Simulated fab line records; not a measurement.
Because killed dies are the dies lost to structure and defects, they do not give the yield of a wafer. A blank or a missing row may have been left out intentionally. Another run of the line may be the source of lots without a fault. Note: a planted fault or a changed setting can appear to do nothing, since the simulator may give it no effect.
Chamber matching / flow n5 finfet / N5_MOL_CONTACT_COAG_ETCH_65 on rie diel-01: 4 sister chambers
The step etches underlayer in N2/H2, target depth 13 nm, time 10.4 s. 20 wafers are shown with their chamber, then 10 later ones without.

## WAFERS PAIRED WITH THEIR CHAMBERS
wafer=L077.1; chamber=1; throttle valve pct (%)=17.54; showerhead plenum p Torr (Torr)=2.59; oes product au (a.u.)=0.83
wafer=L077.4; chamber=0; throttle valve pct (%)=17.88; showerhead plenum p Torr (Torr)=2.59; oes product au (a.u.)=0.72
wafer=L077.6; chamber=2; throttle valve pct (%)=18.02; showerhead plenum p Torr (Torr)=2.57; oes product au (a.u.)=0.70
wafer=L079.2; chamber=2; throttle valve pct (%)=18.04; showerhead plenum p Torr (Torr)=2.57; oes product au (a.u.)=0.70
wafer=L079.3; chamber=0; throttle valve pct (%)=17.88; showerhead plenum p Torr (Torr)=2.58; oes product au (a.u.)=0.72
wafer=L079.5; chamber=3; throttle valve pct (%)=18.00; showerhead plenum p Torr (Torr)=2.53; oes product au (a.u.)=0.66
wafer=L080.1; chamber=1; throttle valve pct (%)=17.56; showerhead plenum p Torr (Torr)=2.58; oes product au (a.u.)=0.81
wafer=L080.3; chamber=0; throttle valve pct (%)=17.91; showerhead plenum p Torr (Torr)=2.58; oes product au (a.u.)=0.71
wafer=L080.5; chamber=3; throttle valve pct (%)=18.01; showerhead plenum p Torr (Torr)=2.53; oes product au (a.u.)=0.65
wafer=L084.2; chamber=1; throttle valve pct (%)=17.59; showerhead plenum p Torr (Torr)=2.58; oes product au (a.u.)=0.79
wafer=L084.5; chamber=2; throttle valve pct (%)=18.06; showerhead plenum p Torr (Torr)=2.57; oes product au (a.u.)=0.69
wafer=L084.6; chamber=1; throttle valve pct (%)=17.59; showerhead plenum p Torr (Torr)=2.58; oes product au (a.u.)=0.78
wafer=L085.2; chamber=2; throttle valve pct (%)=18.07; showerhead plenum p Torr (Torr)=2.57; oes product au (a.u.)=0.69
wafer=L085.5; chamber=0; throttle valve pct (%)=17.93; showerhead plenum p Torr (Torr)=2.58; oes product au (a.u.)=0.71
wafer=L085.6; chamber=1; throttle valve pct (%)=17.58; showerhead plenum p Torr (Torr)=2.58; oes product au (a.u.)=0.78
wafer=L086.1; chamber=3; throttle valve pct (%)=18.04; showerhead plenum p Torr (Torr)=2.52; oes product au (a.u.)=0.64
wafer=L086.3; chamber=0; throttle valve pct (%)=17.91; showerhead plenum p Torr (Torr)=2.58; oes product au (a.u.)=0.70
wafer=L086.5; chamber=3; throttle valve pct (%)=18.03; showerhead plenum p Torr (Torr)=2.52; oes product au (a.u.)=0.64
wafer=L090.3; chamber=3; throttle valve pct (%)=18.04; showerhead plenum p Torr (Torr)=2.52; oes product au (a.u.)=0.65
wafer=L090.4; chamber=2; throttle valve pct (%)=18.08; showerhead plenum p Torr (Torr)=2.56; oes product au (a.u.)=0.68

SIGNATURES (averages over the wafers above)
reading=throttle valve pct; chamber 0=17.9020; chamber 1=17.5720; chamber 2=18.0540; chamber 3=18.0240; scatter within a chamber=0.0215
reading=showerhead plenum p Torr; chamber 0=2.5820; chamber 1=2.5820; chamber 2=2.5680; chamber 3=2.5240; scatter within a chamber=0.00474
reading=oes product au; chamber 0=0.7120; chamber 1=0.7980; chamber 2=0.6920; chamber 3=0.6480; scatter within a chamber=0.013
Rule: a wafer lies at a distance from a chamber equal to the root of the sum of squares, over the readings, of (its reading less the chamber's mean, divided by the reading's scatter). If the next closest chamber is less than 2 further off than the closest, the wafer can't be placed; otherwise it belongs to the closest. The scatter: take each reading less its chamber's mean, square it, sum over the shown wafers, divide by the number of wafers less the number of chambers, and take the root.

## WAFERS WHOSE CHAMBER IS MISSING
wafer=L090.6; throttle valve pct (%)=17.94; showerhead plenum p Torr (Torr)=2.57; oes product au (a.u.)=0.69
wafer=L092.3; throttle valve pct (%)=18.05; showerhead plenum p Torr (Torr)=2.52; oes product au (a.u.)=0.63
wafer=L092.5; throttle valve pct (%)=17.60; showerhead plenum p Torr (Torr)=2.57; oes product au (a.u.)=0.76
wafer=L092.6; throttle valve pct (%)=17.94; showerhead plenum p Torr (Torr)=2.57; oes product au (a.u.)=0.69
wafer=L095.2; throttle valve pct (%)=18.10; showerhead plenum p Torr (Torr)=2.56; oes product au (a.u.)=0.66
wafer=L095.5; throttle valve pct (%)=17.63; showerhead plenum p Torr (Torr)=2.57; oes product au (a.u.)=0.75
wafer=L095.6; throttle valve pct (%)=17.96; showerhead plenum p Torr (Torr)=2.57; oes product au (a.u.)=0.69
wafer=L096.1; throttle valve pct (%)=17.96; showerhead plenum p Torr (Torr)=2.57; oes product au (a.u.)=0.68
wafer=L096.2; throttle valve pct (%)=17.61; showerhead plenum p Torr (Torr)=2.57; oes product au (a.u.)=0.75
wafer=L096.5; throttle valve pct (%)=17.60; showerhead plenum p Torr (Torr)=2.57; oes product au (a.u.)=0.75

## THE CHAMBER EACH PASSED THROUGH
wafer=L090.6; from the rows above=can't be placed: 0 or 2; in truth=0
wafer=L092.3; from the rows above=3; in truth=3
wafer=L092.5; from the rows above=1; in truth=1
wafer=L092.6; from the rows above=can't be placed: 0 or 2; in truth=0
wafer=L095.2; from the rows above=2; in truth=2
wafer=L095.5; from the rows above=1; in truth=1
wafer=L095.6; from the rows above=can't be placed: 0 or 2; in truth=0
wafer=L096.1; from the rows above=can't be placed: 0 or 2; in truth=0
wafer=L096.2; from the rows above=1; in truth=1
wafer=L096.5; from the rows above=1; in truth=1
Correct placement for 6 of the 10. These rows do not allow placing 4 (true chamber among the candidates in 4). 0 placed wrongly.
